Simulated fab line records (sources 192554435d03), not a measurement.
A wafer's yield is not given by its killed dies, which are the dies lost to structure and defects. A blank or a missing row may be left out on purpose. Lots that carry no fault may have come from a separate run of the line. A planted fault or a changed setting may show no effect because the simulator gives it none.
Matching of chambers | flow n5_finfet | rie_diel-06 running N5_MOL_CONTACT_COAG_ETCHBACK_132: 4 sister chambers
The step etches SiO2 in CHF3, target depth 10 nm, time 6.7 s. 7 wafers are shown with their chamber, then 9 later ones without.

## WAFERS PAIRED WITH THEIR CHAMBERS
wafer  | chamber | drypump_motor_current_A (A) | showerhead_plenum_p_Torr (Torr)
L078.1 | 0       | 5.6                         | 2.41
L078.3 | 1       | 4.9                         | 2.31
L084.3 | 0       | 5.6                         | 2.40
L084.5 | 3       | 5.5                         | 2.27
L085.2 | 2       | 6.6                         | 2.26
L085.3 | 3       | 5.4                         | 2.27
L085.5 | 2       | 6.6                         | 2.26

## WAFERS MISSING THEIR CHAMBER
wafer  | drypump_motor_current_A (A) | showerhead_plenum_p_Torr (Torr)
L088.2 | 4.9                         | 2.31
L088.4 | 5.6                         | 2.40
L088.5 | 4.9                         | 2.31
L091.3 | 5.6                         | 2.40
L091.5 | 5.4                         | 2.27
L091.6 | 5.6                         | 2.40
L093.2 | 5.6                         | 2.40
L093.3 | 6.6                         | 2.54
L093.5 | 5.4                         | 2.27

## WHICH CHAMBER EACH WENT THROUGH
wafer  | from the rows above | in truth
L088.2 | 1                   | 1
L088.4 | 0                   | 0
L088.5 | 1                   | 1
L091.3 | 0                   | 0
L091.5 | 3                   | 3
L091.6 | 0                   | 0
L093.2 | 0                   | 0
L093.3 | 0                   | 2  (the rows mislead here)
L093.5 | 3                   | 3
Placed correctly: 8 of 9. Can't be placed from these rows: 0. Placed wrongly: 1.
How it was worked out, from the rows above alone: a wafer's distance from a chamber is the root of the sum, over the readings, of the square of ((its reading less the chamber's mean) divided by the reading's scatter). If the next closest chamber is less than 2 further off than the closest, the wafer can't be placed; otherwise it belongs to the closest. For every chamber, the mean is computed from those of its wafers that are shown. The scatter: take each reading less its chamber's mean, square it, sum over the shown wafers, divide by the number of wafers less the number of chambers, and take the root.
